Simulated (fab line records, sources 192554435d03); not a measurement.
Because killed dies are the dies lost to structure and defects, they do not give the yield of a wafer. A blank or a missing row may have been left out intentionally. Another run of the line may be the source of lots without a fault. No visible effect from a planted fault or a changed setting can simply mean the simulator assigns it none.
fab line records	flow n5-finfet
[record] lots = 6	wafers = 16	last-day = 18
route steps=1938 shown FIN_SAQP@108 BEOL_M4@1111 PASSIVATION@1936
lots with no fault: from the same line, run without faults
start-h: hours from the record's opening day to when the first of the lot's shown wafers began	wait-h: how many hours have passed since the lot's step before this one	" as in the row above	L1.1+2: several wafers, shown together as one row	- value missing, or start not given	* or withheld: withheld	< > ~ a bound
route shown NAME@n: a module of which the file shows steps, and the number in the route of the first	usual: mean and standard deviation over wafers with no fault	same: alike in all rows	chamber/n: place in a boat	sites: per-site readings	_std_site: how widely they spread, as a standard deviation	_edge_site: outer sites' mean less inner sites'	radius-mm: for every site, how far away it sits from the centre of the wafer	mask NAME#n: copy n	behind: the last tool/chamber to shape the wafer	hold: why the lot went on hold/how many hours it stayed there/how the hold came to an end	device: transistor that didn't switch, given as n, p or np	end of line: tests of these same wafers at the route's end	a step with no rows: only its recipe	killed: the dies lost at the first sort to structure and to defects; this is not the yield of the wafer	map: a wafer's dies, x killed, . not, _ none there
set.NAME: the setting as run; set.NAME@STEP: as run at that earlier step	model.NAME: the simulator's own value behind a step, which no gauge read
lots at selected steps of the route; one table per step, one row per wafer
services: from which hour (start-h, from the record's first day; less than 0 if before it) a tool's chamber was out of use, for how many hours, and why
[[steps]]
[step N5_FIN_SAQP_EXPOSE_13]
[recipe] mask-id = FIN_CORE	na = 1.35	source-shape = dipole	sigma-inner = 0.538	sigma-outer = 0.738	polarization = te	target-cd-nm = 35.6	dose-mj = 63.25
[step N5_FIN_SAQP_PEB_14]
[recipe] peb-temp-c = withheld	peb-time-s = 60	resist = CAR-ArF
[step N5_FIN_SAQP_DEVELOP_15]
[recipe] develop-time-s = 30	developer = TMAH	resist = CAR-ArF	dev-temp-c = 23	rinse-liquid = diw	dry = air-spin
[step N5_FIN_SAQP_CD_MEAS_16]
[recipe] target-cd-nm = 35.6	landing-energy-ev = 500	detector = se-inlens
[usual] cd-nm = 35.5/0.33
lot.wafer	tool	chamber	start-h	wait-h	cd-nm
L422.1	cd-sem-02	0	21.12	-	35.3
L422.2	"	0	"	"	35.1
L422.3	"	0	"	"	35.0
L426.1	cd-sem-03	0	45.19	-	35.5
L426.3	"	0	"	"	35.7
L426.6	"	0	"	"	35.7
L432.4	cd-sem-02	0	81.68	-	35.8
L432.5	"	0	"	"	35.6
L433.3	cd-sem-01	0	87.55	-	35.5
L433.4	"	0	"	"	35.1
L442.2	cd-sem-01	0	141.75	-	35.3
L442.3	"	0	"	"	35.3
L442.4	"	0	"	"	35.3
L444.2	cd-sem-01	0	153.65	-	34.7
L444.4	"	0	"	"	35.8
L444.6	"	0	"	"	35.4
[step N5_FIN_SAQP_OVL_MEAS_17]
[recipe] points-per-wafer = 44
[usual] FIN_CORE_OVL = 0.1/0.86
[same] points-per-wafer = 44
lot.wafer	tool	chamber	start-h	wait-h	FIN_CORE_OVL[nm]
L422.1	overlay-01	0	21.16	0.0	-0.8
L422.2	"	0	"	"	1.2
L422.3	"	0	"	"	-0.1
L426.1	overlay-02	0	45.23	0.0	-0.3
L426.3	"	0	"	"	-0.7
L426.6	"	0	"	"	-1.5
L432.4	overlay-01	0	81.72	0.0	-1.0
L432.5	"	0	"	"	0.6
L433.3	overlay-01	0	87.59	0.0	1.0
L433.4	"	0	"	"	1.0
L442.2	overlay-01	0	141.79	0.0	0.5
L442.3	"	0	"	"	-1.7
L442.4	"	0	"	"	0.5
L444.2	overlay-02	0	153.69	0.0	0.0
L444.4	"	0	"	"	1.5
L444.6	"	0	"	"	-0.1
[step N5_FIN_SAQP_INSPECT_18]
[recipe] mode = adi	inspect-instrument = brightfield
[usual] raw-defect-count = 419/110
lot.wafer	tool	chamber	start-h	wait-h	raw-defect-count
L422.1	defect-inspect-01	-	21.18	0.0	410
L422.2	"	-	"	"	515
L422.3	"	-	"	"	445
L426.1	defect-inspect-01	-	45.26	0.0	327
L426.3	"	-	"	"	343
L426.6	"	-	"	"	239
L432.4	defect-inspect-02	-	81.74	0.0	292
L432.5	"	-	"	"	320
L433.3	defect-inspect-02	-	87.61	0.0	280
L433.4	"	-	"	"	304
L442.2	defect-inspect-02	-	141.81	0.0	386
L442.3	"	-	"	"	442
L442.4	"	-	"	"	369
L444.2	defect-inspect-02	-	153.71	0.0	419
L444.4	"	-	"	"	566
L444.6	"	-	"	"	320
[step N5_FIN_SAQP_DESCUM_21]
[recipe] chemistry = O2	time-s = 7.9	source-power-w = 50	bias-power-w = 20	pressure-mtorr = 20	rf-frequency-hz = 2.712e+07	temp-c = 40	resist = CAR-ArF	o2-flow-sccm = 225
[usual] chamber-pressure-mTorr = 19.999/0.019	drypump-motor-current-A = 5.6/0.48	oes-product-au = 0.78/0.088	rf-vpp-V = 243.4/1.6	showerhead-plenum-p-Torr = 2.10/0.083	throttle-valve-pct = 20.33/0.19
lot.wafer	tool	chamber	start-h	wait-h	chamber-pressure-mTorr	drypump-motor-current-A	oes-product-au	rf-hours-counter-h	rf-vpp-V	showerhead-plenum-p-Torr	throttle-valve-pct
L422.1	rie-diel-01	1	21.22	0.0	19.988	5.3	0.73	188	242.7	2.09	20.60
L422.2	"	2	"	"	20.000	6.4	0.68	252	241.1	1.98	20.67
L422.3	"	0	"	"	20.040	4.9	0.77	138	242.4	2.11	20.53
L426.1	rie-diel-04	2	45.29	0.0	19.997	5.8	0.94	10	243.0	2.05	20.06
L426.3	"	0	"	"	20.004	5.7	0.70	224	243.0	1.97	20.34
L426.6	"	0	"	"	20.027	5.7	0.69	-	241.2	1.97	20.33
L432.4	rie-diel-04	0	81.77	0.0	20.009	5.7	0.69	241	240.0	1.96	20.37
L432.5	"	0	"	"	20.000	5.7	0.69	-	240.6	1.97	20.36
L433.3	rie-diel-02	2	87.80	0.2	19.995	5.9	0.71	193	240.8	1.98	20.60
L433.4	"	3	"	"	19.968	5.7	0.70	203	244.5	2.16	20.22
L442.2	rie-diel-02	1	141.85	0.0	19.993	5.6	0.80	120	242.0	2.01	20.26
L442.3	"	2	"	"	20.025	5.9	0.70	210	242.1	1.98	20.61
L442.4	"	3	"	"	20.010	5.6	0.69	221	245.0	2.16	20.23
L444.2	rie-diel-01	3	154.09	0.4	20.016	4.9	0.87	46	245.8	2.22	20.17
L444.4	"	0	"	"	19.990	4.9	0.74	185	241.6	2.09	20.61
L444.6	"	3	"	"	20.033	4.9	0.88	-	245.7	2.22	20.19
[step N5_FIN_SAQP_ETCH_51]
[recipe] chemistry = CF4	target = SiARC	target-depth-a = 455	mask-material = CAR-ArF	time-s = 75.8	ion-energy-ev = 80	pressure-mtorr = 40	source-w = 545	bias-w = 36	Ar_flow_sccm = 100	cf4-flow-sccm = 100	ends = cleared
[usual] chamber-pressure-mTorr = 40.00/0.039	drypump-motor-current-A = 5.6/0.47	etch-rf-on-time-s = 76.0/1.5	oes-product-au = 0.67/0.073	rf-vpp-V = 184.2/1.3	showerhead-plenum-p-Torr = 2.15/0.079	throttle-valve-pct = 15.56/0.19
lot.wafer	tool	chamber	start-h	wait-h	chamber-pressure-mTorr	drypump-motor-current-A	etch-rf-on-time-s	oes-product-au	rf-hours-counter-h	rf-vpp-V	showerhead-plenum-p-Torr	throttle-valve-pct
L422.1	rie-diel-01	1	21.25	0.0	40.04	5.3	76.2	0.62	188	183.7	2.13	15.77
L422.2	"	2	"	"	39.97	6.4	78.1	0.57	252	182.3	2.03	15.86
L422.3	"	0	"	"	39.97	4.9	78.5	0.65	138	185.1	2.15	15.57
L426.1	rie-diel-04	2	45.33	0.0	39.94	5.8	76.5	0.80	10	183.5	2.12	15.36
L426.3	"	0	"	"	40.06	5.7	76.5	0.59	224	183.7	2.03	15.68
L426.6	"	0	"	"	39.98	5.7	77.0	0.60	-	183.1	2.03	15.68
L432.4	rie-diel-04	0	81.81	0.0	39.93	5.7	77.7	0.58	241	182.2	2.02	15.71
L432.5	"	0	"	"	39.98	5.7	77.5	0.59	-	181.2	2.02	15.71
L433.3	rie-diel-02	2	87.83	0.0	40.06	5.9	75.9	0.62	193	184.4	2.04	15.87
L433.4	"	3	"	"	39.99	5.6	75.6	0.61	203	186.2	2.22	15.52
L442.2	rie-diel-02	1	141.88	0.0	39.97	5.6	74.9	0.68	120	184.6	2.07	15.48
L442.3	"	2	"	"	40.06	5.9	76.8	0.61	210	181.4	2.04	15.90
L442.4	"	3	"	"	39.99	5.7	77.1	0.60	221	184.3	2.22	15.56
L444.2	rie-diel-01	3	154.12	0.0	39.96	4.9	74.4	0.74	46	185.3	2.26	15.29
L444.4	"	0	"	"	40.02	4.9	78.6	0.62	185	181.6	2.13	15.68
L444.6	"	3	"	"	39.96	4.9	74.8	0.74	-	185.4	2.26	15.29
[step N5_FIN_SAQP_ETCH_52]
[recipe] chemistry = N2/H2	target = SOC	target-depth-a = 1000	overetch-a = 200	mask-material = SiARC	temp-c = 40	time-s = 150	ion-energy-ev = 200	pressure-mtorr = 30	source-w = 840	bias-w = 150	n2-flow-sccm = 200	h2-flow-sccm = 200	ends = end-point
[usual] chamber-pressure-mTorr = 29.999/0.026	drypump-motor-current-A = 5.6/0.47	oes-product-au = 0.70/0.072	rf-vpp-V = 524.1/2.8	showerhead-plenum-p-Torr = 2.55/0.1	throttle-valve-pct = 17.79/0.19
lot.wafer	tool	chamber	start-h	wait-h	chamber-pressure-mTorr	drypump-motor-current-A	oes-product-au	rf-hours-counter-h	rf-vpp-V	showerhead-plenum-p-Torr	throttle-valve-pct
L422.1	rie-diel-01	1	21.31	0.0	29.989	5.3	0.66	188	522.6	2.52	17.94
L422.2	"	2	"	"	30.028	6.4	0.61	252	521.2	2.41	18.16
L422.3	"	0	"	"	29.937	4.9	0.69	138	524.1	2.53	17.73
L426.1	rie-diel-04	2	45.38	0.0	29.973	5.8	0.83	10	523.3	2.50	17.39
L426.3	"	0	"	"	29.994	5.7	0.63	225	522.7	2.42	18.00
L426.6	"	0	"	"	29.997	5.7	0.63	-	521.0	2.42	17.99
L432.4	rie-diel-04	0	81.86	0.0	29.982	5.7	0.62	241	518.6	2.41	18.00
L432.5	"	0	"	"	29.972	5.7	0.62	-	520.0	2.41	18.02
L433.3	rie-diel-02	2	87.89	0.0	29.970	5.9	0.65	193	521.0	2.42	18.11
L433.4	"	3	"	"	30.004	5.7	0.64	203	526.3	2.64	17.82
L442.2	rie-diel-02	1	141.94	0.0	30.002	5.7	0.70	120	521.4	2.45	17.72
L442.3	"	2	"	"	29.992	5.9	0.63	210	520.8	2.42	18.16
L442.4	"	3	"	"	30.023	5.7	0.63	221	525.8	2.64	17.85
L444.2	rie-diel-01	3	154.18	0.0	30.036	4.9	0.77	46	529.9	2.70	17.59
L444.4	"	0	"	"	29.967	4.9	0.66	185	524.4	2.51	17.81
L444.6	"	3	"	"	30.006	4.9	0.77	-	527.7	2.70	17.61
[step N5_FIN_SAQP_STRIP_53]
[recipe] chemistry = N2/H2	temp-c = 40	n2-flow-sccm = 200	h2-flow-sccm = 200	rf-frequency-hz = 6e+07
[step N5_FIN_SAQP_HM_OPEN_73]
[recipe] chemistry = CHF3/O2	target = SiO2	stop-on = a-Si	target-depth-a = 120	over-etch-frac = 1.8	mask-material = SOC	time-s = 16.8	pressure-mtorr = 30	source-w = 650	bias-w = 170	Ar_flow_sccm = 200	CHF3_flow_sccm = 50	O2_flow_sccm = 5	ion-energy-ev = 200	ends = end-point
[usual] chamber-pressure-mTorr = 30.000/0.028	drypump-motor-current-A = 5.6/0.47	oes_ar_750_au = 0.78/0.081	oes-product-au = 0.47/0.047	rf-vpp-V = 522/9.7	showerhead-plenum-p-Torr = 2.42/0.091	throttle-valve-pct = 18.76/0.17
lot.wafer	tool	chamber	start-h	wait-h	chamber-pressure-mTorr	drypump-motor-current-A	oes_ar_750_au	oes-product-au	rf-hours-counter-h	rf-vpp-V	showerhead-plenum-p-Torr	throttle-valve-pct
L422.1	rie-diel-01	1	21.41	0.0	29.930	5.3	0.73	0.45	188	530	2.38	18.86
L422.2	"	2	"	"	29.992	6.4	0.68	0.41	252	531	2.29	19.07
L422.3	"	0	"	"	29.943	4.9	0.76	0.46	138	533	2.42	18.84
L426.1	rie-diel-04	2	45.49	0.0	29.999	5.8	0.94	0.55	10	514	2.39	18.59
L426.3	"	0	"	"	29.959	5.7	0.70	0.42	225	527	2.27	18.75
L426.6	"	0	"	"	29.956	5.7	0.70	0.43	-	525	2.27	18.75
L432.4	rie-diel-04	0	81.97	0.0	30.013	5.7	0.70	0.41	241	527	2.26	18.78
L432.5	"	0	"	"	30.036	5.7	0.69	0.41	-	527	2.26	18.76
L433.3	rie-diel-02	2	87.99	0.0	30.016	5.9	0.72	0.42	193	505	2.29	19.06
L433.4	"	3	"	"	29.989	5.6	0.73	0.43	203	525	2.50	18.70
L442.2	rie-diel-02	1	142.05	0.0	29.998	5.6	0.80	0.47	120	524	2.34	18.72
L442.3	"	2	"	"	30.013	5.9	0.71	0.43	210	506	2.29	19.11
L442.4	"	3	"	"	30.020	5.7	0.72	0.42	221	526	2.50	18.73
L444.2	rie-diel-01	3	154.28	0.0	29.997	4.9	0.87	0.51	46	517	2.54	18.47
L444.4	"	0	"	"	29.976	4.9	0.72	0.44	185	532	2.40	18.93
L444.6	"	3	"	"	29.993	4.9	0.87	0.52	-	517	2.53	18.46
[step N5_FIN_SAQP_STRIP_74]
[recipe] chemistry = CHF3/O2	resist = SiARC	rf-frequency-hz = 6e+07
[step N5_FIN_SAQP_MANDREL_ETCH_22]
[recipe] target-depth-a = 600	chemistry = HBr/Cl2	target = a-Si	stop-on = SiNx	bt-time-s = 10	over-etch-frac = 0.5	time-s = 30	pressure-mtorr = 10	icp-w = 800	bias-w = 75	HBr_flow_sccm = 150	Cl2_flow_sccm = 80	ends = end-point
[usual] chamber-pressure-mTorr = 10.001/0.0089	drypump-motor-current-A = 5.7/0.38	oes-product-au = 0.766/0.014	over-etch-frac = 0.5/0	throttle-valve-pct = 35.4/0.37
[same] bt-time-s = 10
lot.wafer	tool	chamber	start-h	wait-h	chamber-pressure-mTorr	drypump-motor-current-A	oes-product-au	over-etch-frac	rf-hours-counter-h	throttle-valve-pct
L422.1	rie-si-05	1	21.50	0.0	10.004	5.6	0.758	0.5	123	35.3
L422.2	"	0	"	"	9.998	5.6	0.769	0.5	111	35.7
L422.3	"	3	"	"	10.008	6.2	0.762	0.5	32	35.4
L426.1	rie-si-05	2	45.57	0.0	10.001	6.1	0.753	0.5	89	36.0
L426.3	"	3	"	"	9.995	6.2	0.776	0.5	33	35.3
L426.6	"	3	"	"	10.003	6.1	0.780	0.5	-	35.4
L432.4	rie-si-05	0	82.05	0.0	9.995	5.6	0.756	0.5	113	35.8
L432.5	"	3	"	"	9.994	6.1	0.772	0.46586	-	35.3
L433.3	rie-si-05	1	88.08	0.0	9.999	5.6	0.766	0.46586	125	35.2
L433.4	"	3	"	"	10.006	6.2	0.777	0.5	34	35.3
L442.2	rie-si-02	3	142.13	0.0	9.998	5.4	0.780	0.5	124	35.6
L442.3	"	3	"	"	9.995	5.5	0.773	0.5	-	35.6
L442.4	"	1	"	"	10.009	6.3	0.768	0.5	-	35.8
L444.2	rie-si-02	2	154.37	0.0	10.017	5.6	0.743	0.5	70	35.0
L444.4	"	0	"	"	10.007	6.0	0.791	0.5	21	34.8
L444.6	"	2	"	"	9.991	5.5	0.754	0.5	-	35.0
[step N5_FIN_SAQP_STRIP_55]
[recipe] chemistry = N2/H2	power-w = 500	temp-c = 40	pressure-mtorr = 50	rf-frequency-hz = 6e+07	overash-fraction = 0.3	bias-power-w = 28	h2-frac = 0.5	n2-flow-sccm = 300	h2-flow-sccm = 300
[usual] chamber-pressure-mTorr = 50.00/0.078	drypump-motor-current-A = 5.5/0.46	oes-product-au = 0.79/0.093	rf-vpp-V = 121.8/1.6	showerhead-plenum-p-Torr = 3.37/0.13	throttle-valve-pct = 18.99/0.25
lot.wafer	tool	chamber	start-h	wait-h	chamber-pressure-mTorr	drypump-motor-current-A	oes-product-au	rf-hours-counter-h	rf-vpp-V	showerhead-plenum-p-Torr	throttle-valve-pct
L422.1	rie-diel-01	1	21.63	0.1	49.89	5.3	0.72	188	122.1	3.33	19.05
L422.2	"	0	"	"	49.92	4.9	0.79	138	123.2	3.34	18.94
L422.3	"	2	"	"	49.99	6.4	0.69	252	120.1	3.19	19.49
L426.1	rie-diel-01	3	46.02	0.4	49.95	4.9	0.96	8	122.5	3.59	18.72
L426.3	"	1	"	"	49.99	5.3	0.70	198	119.0	3.33	19.02
L426.6	"	0	"	"	50.00	4.9	0.75	-	122.7	3.33	18.95
L432.4	rie-diel-02	2	82.15	0.1	50.08	5.9	0.73	191	121.3	3.21	19.38
L432.5	"	3	"	"	49.96	5.6	0.70	-	123.0	3.49	19.13
L433.3	rie-diel-01	1	88.18	0.1	49.91	5.3	0.72	212	121.1	3.32	19.05
L433.4	"	0	"	"	49.94	4.9	0.76	162	124.0	3.33	18.96
L442.2	rie-diel-02	0	142.27	0.1	50.07	5.3	0.73	173	121.2	3.34	18.86
L442.3	"	1	"	"	50.04	5.7	0.79	120	122.9	3.24	18.86
L442.4	"	2	"	"	50.06	5.9	0.70	210	121.1	3.20	19.38
L444.2	rie-diel-02	1	154.47	0.1	50.09	5.7	0.79	125	119.9	3.24	18.86
L444.4	"	3	"	"	50.10	5.6	0.69	225	121.9	3.47	19.15
L444.6	"	0	"	"	49.89	5.3	0.73	-	118.3	3.33	18.86
[step N5_BEOL_M4_RC_MEAS_101]
[usual] DIBL_N = 36.7/1.8	DIBL_P = 37.0/2.4	IOFF_N = 0.17/0.036	IOFF_P = 0.22/0.042	ION_N = 673/12	ION_P = 462/8.5	SS_N = 71.7/0.62	SS_P = 73.4/0.65	VT_N = 250/3.7	VT_P = -250/3.7
lot.wafer	tool	chamber	start-h	wait-h	DIBL_N[mV/V]	DIBL_P[mV/V]	IOFF_N[nA/um]	IOFF_P[nA/um]	ION_N[uA/um]	ION_P[uA/um]	SS_N[mV/dec]	SS_P[mV/dec]	VT_N[mV]	VT_P[mV]
L422.1	prober-01	0	190.36	0.0	37.9	39.0	0.20	0.23	675	453	72.1	73.8	246	-251
L422.2	"	0	"	"	37.4	39.0	0.18	0.23	671	455	71.9	73.9	246	-250
L422.3	"	0	"	"	37.7	38.8	0.18	0.22	686	464	72.0	73.7	247	-251
L426.1	prober-02	0	214.80	0.0	35.1	36.3	0.14	0.18	658	455	71.5	73.6	254	-253
L426.3	"	0	"	"	37.1	38.1	0.17	0.21	662	446	72.2	73.4	251	-252
L426.6	"	0	"	"	36.7	38.1	0.17	0.20	670	457	71.6	73.6	248	-250
L433.3	prober-02	0	237.34	0.3	38.8	38.6	0.19	0.24	697	470	71.6	74.8	248	-252
L433.4	"	0	"	"	35.0	35.0	0.14	0.19	672	459	71.7	72.9	251	-254
L432.4	prober-01	0	239.89	0.5	32.0	31.6	0.09	0.14	649	454	70.6	72.3	260	-257
L432.5	"	0	"	"	33.1	33.1	0.09	0.16	641	447	71.2	72.4	262	-258
L442.2	prober-01	0	300.70	0.2	37.6	36.2	0.17	0.22	675	459	71.5	73.6	249	-252
L442.3	"	0	"	"	34.7	33.3	0.13	0.17	675	459	71.0	72.9	255	-252
L442.4	"	0	"	"	32.5	30.5	0.11	0.15	664	456	70.4	72.1	254	-257
L444.2	prober-02	0	330.89	0.2	34.9	35.7	0.13	0.21	667	469	71.4	72.5	251	-250
L444.4	"	0	"	"	36.9	37.2	0.17	0.22	665	455	72.2	73.6	252	-251
L444.6	"	0	"	"	37.0	38.2	0.18	0.25	678	473	72.4	72.9	250	-250
[step N5_PASSIVATION_PROBE_49]
[usual] defect-limited-yield = 91.1/1.4	killed_at_M0_to_M3 = 32/9.3	killed_at_M4_up = 13/5.8	killed-at-contacts = 12/6.3	killed-at-front-end = 44/12	killed-at-other = 3.6/2.7	killed-dies = 104/17	killed-open = 69/13	killed-short = 34/6.9	sort_bin_5_function = 5.2/0.98	sort_bin_6_memory = 3.3/0.59	sort_bin_8_speed = 0.01/0.039	sort-n-pass = 1075/17	sort-yield-pct = 91.1/1.4
[same] gross-dies = 1180	killed-at-back-side = 0	sort_bin_4_leakage[%] = 0
lot.wafer	tool	chamber	start-h	wait-h	defect-limited-yield[%]	killed_at_M0_to_M3	killed_at_M4_up	killed-at-contacts	killed-at-front-end	killed-at-other	killed-dies	killed-open	killed-short	sort_bin_5_function[%]	sort_bin_6_memory[%]	sort_bin_8_speed[%]	sort-n-pass	sort-yield-pct[%]
L426.1	prober-01	-	332.36	0.0	89.7	39	21	5	52	4	121	81	33	5.8	3.6	0	1059	89.7
L426.3	prober-01	-	332.46	0.1	93.1	23	13	9	36	1	82	44	36	3.7	2.9	0	1098	93.1
L426.6	prober-01	-	332.61	0.3	91.1	35	15	7	46	2	105	77	27	5.1	3.5	0	1075	91.1
L433.3	prober-02	-	351.38	0.1	91.9	36	9	6	41	3	95	65	30	4.1	3.6	0	1085	91.9
// killed by level:class
L426.1 FIN_SAQP:geometric-particle:open=10 BEOL_M0_SAQP:geometric-particle:open=10 STI_FIN_REVEAL:geometric-particle:open=9 DUMMY_GATE:geometric-particle:open=9 BEOL_M1:geometric-particle:open=9 BEOL_M4:geometric-particle:open=8 FIN_SAQP:geometric-particle:short=7 BEOL_M2:geometric-particle:open=7
L426.3 FIN_SAQP:geometric-particle:open=10 FIN_SAQP:geometric-particle:short=8 BEOL_M0_SAQP:geometric-particle:short=7 GATE_CUT:geometric-particle:short=7 MOL_CONTACT_COAG:geometric-particle:open=6 BEOL_M0_SAQP:geometric-particle:open=5 STI_FIN_REVEAL:geometric-particle:open=4 BEOL_M1:geometric-particle:open=4
L426.6 FIN_SAQP:geometric-particle:open=12 STI_FIN_REVEAL:geometric-particle:open=11 BEOL_M1:geometric-particle:open=11 BEOL_M4:geometric-particle:open=8 DUMMY_GATE:geometric-particle:open=6 BEOL_M0_SAQP:geometric-particle:short=6 FIN_SAQP:geometric-particle:short=5 MOL_CONTACT_COAG:geometric-particle:open=5
L433.3 BEOL_M0_SAQP:geometric-particle:open=15 FIN_SAQP:geometric-particle:open=14 BEOL_M3:geometric-particle:open=9 FIN_SAQP:geometric-particle:short=7 DUMMY_GATE:geometric-particle:open=7 MOL_CONTACT_COAG:geometric-particle:open=6 BEOL_M0_SAQP:geometric-particle:short=6 DUMMY_GATE:geometric-particle:short=3
[[services]]
tool	chamber	start-h	hours	kind
rie-diel-01	3	3.72	-	clean
rie-diel-01	3	3.72	-	consumable-replace:focus-ring
rie-diel-01	3	3.72	-	consumable-replace:showerhead
rie-diel-01	3	3.72	21.6	scheduled-down
rie-diel-01	3	3.72	21.6	vent-cycle
rie-si-05	-	5.39	2.8	pm
rie-si-05	2	15.75	3.4	repair
rie-diel-01	2	25.29	-	clean
rie-diel-01	2	25.29	-	consumable-replace:focus-ring
rie-diel-01	2	25.29	-	consumable-replace:showerhead
rie-diel-01	2	25.29	19.6	scheduled-down
rie-si-05	2	39.60	1.3	repair
rie-diel-04	1	50.04	6.2	repair
rie-diel-04	3	51.04	30.3	repair
rie-diel-02	0	51.06	16.0	repair
rie-diel-02	3	53.76	2.0	repair
rie-si-02	-	54.41	2.8	pm
rie-si-05	-	66.79	0.1	repair
rie-diel-01	2	69.28	5.1	repair
rie-diel-01	-	76.56	0.6	repair
rie-diel-04	1	107.92	4.6	repair
rie-si-02	1	130.98	10.1	repair
rie-si-02	2	137.50	10.4	repair
rie-si-02	0	142.00	7.4	repair
[[key]]
[first-sign] step = N5_FIN_SAQP_MANDREL_ETCH_22	reading = over-etch-frac	direction = down	sigmas = 99+	usual = 0.5	struck = 0.46586
effect none on later readings
met-at N5_FIN_SAQP_MANDREL_ETCH_22
struck-wafers L432.5,L433.3
onset-between 45.57 82.05
[fault] kind = process-parameter-drift	tool = rie-si-05	chamber = -	onset-h = 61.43	steps = N5_FIN_SAQP_MANDREL_ETCH_22	channel = over-etch-frac	offset = -0.034137	shape = step	end-h = 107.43	scope = struck-wafers-only	acts-in = these-recipes-only	stated = 0.5
